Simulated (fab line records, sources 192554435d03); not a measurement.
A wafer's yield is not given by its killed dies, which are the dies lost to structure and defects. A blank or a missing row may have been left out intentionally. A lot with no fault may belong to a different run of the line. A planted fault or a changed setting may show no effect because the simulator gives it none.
Split-lot experiment -- flow n5 finfet -- 21 wafers read from 7 lots, route of 1938 steps

== THE SPLIT ==
At N5_GATE_CUT_ETCH_58 (etches SiNx in CH3F/O2, target depth 17 nm, time 128.6 s), the setting bias w was moved away from the recipe's 21 W on 4 of the 21 wafers read, by -8.0% to +10.8%. For the rest of the wafers, this setting stayed at what the recipe calls for.

The reading comes from the split's own step.

== THE READING ==
rf vpp V, in V, at N5_GATE_CUT_ETCH_58 (etches SiNx in CH3F/O2, target depth 17 nm, time 128.6 s). On this fab line, fault-free wafers typically give 99.1 V with a standard deviation of 0.96 V.

wafer,"tool, chamber at the split","bias w as run, W",against the recipe,"rf vpp V, V",against lot-mates on the recipe
L081.2,"rie diel-05, 3",22.13,+5.4%,101.9,+2.4
L081.3,"rie diel-05, 2",21,recipe,99.5,-
L081.4,"rie diel-05, 1",22.13,+5.4%,102.4,+2.9
L082.1,"rie diel-05, 0",21,recipe,99.1,-
L082.4,"rie diel-05, 1",21,recipe,99.2,-
L082.5,"rie diel-05, 3",21,recipe,99.2,-
L083.1,"rie diel-05, 3",21,recipe,100.4,-
L083.4,"rie diel-05, 1",21,recipe,99.0,-
L083.6,"rie diel-05, 1",21,recipe,99.5,-
L089.2,"rie diel-04, 0",19.31,-8.0%,94.7,-4.5
L089.3,"rie diel-04, 1",21,recipe,99.8,-
L089.6,"rie diel-04, 2",21,recipe,98.5,-
L092.4,"rie diel-05, 0",21,recipe,99.6,-
L092.5,"rie diel-05, 3",21,recipe,98.6,-
L092.6,"rie diel-05, 2",23.26,+10.8%,106.4,+7.3
L093.1,"rie diel-03, 3",21,recipe,99.8,-
L093.3,"rie diel-03, 1",21,recipe,99.5,-
L093.5,"rie diel-03, 1",21,recipe,100.0,-
L094.2,"rie diel-05, 0",21,recipe,98.7,-
L094.4,"rie diel-05, 1",21,recipe,98.8,-
L094.6,"rie diel-05, 1",21,recipe,98.6,-

THE FIT
A straight line over all 21 wafers: rf vpp V changes by +0.605 V for each +1% of bias w; r = +0.97; the points scatter about the line by 0.55 V.
The same after taking each lot's own level away (the mean of its wafers on the recipe; 21 wafers): +0.599 V for each +1%; r = +0.98; scatter 0.47 V.
On that fit, the largest move of bias w shifts the reading by 6.4 V.
From 98.70 to 99.77 V: that is the span of the lots' own levels, equal to 1.1 times the standard deviation above.
The two slopes agree, so the slope changes little with the lot-to-lot level.
Check: with one of the wafers moved furthest among these (+10.8%) left out of the fit, the line predicts +5.62 V for it against its lot-mates. It came out at +7.3 V against them.
Tool readings at the split's step, against how far the setting was moved: rf vpp V r = +0.97.

== THESE WAFERS: OTHER SPLITS ==
Note: prior to the reading, these wafers also went through further splits. Each is held against what the fit with the lots' levels taken away leaves over:
other split on the same wafers,wafers away from the commonest value,r with rf vpp V (lot level and that fit taken away)
N5_SD_EPI_N_PRECLEAN_49 time s,4,-0.38
N5_SDB_COAT_04 spin rpm,4,-0.23
N5_SDB_COAT_05 spin rpm,3,-0.16
N5_HKMG_FIN_ETCH_55 time s,9,+0.36
N5_HKMG_FIN_ETCH_58 source w,5,-0.02

== THE FILE'S OWN FIT ==
rf vpp V changes by +0.612 V for each +1% of bias w, r = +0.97.
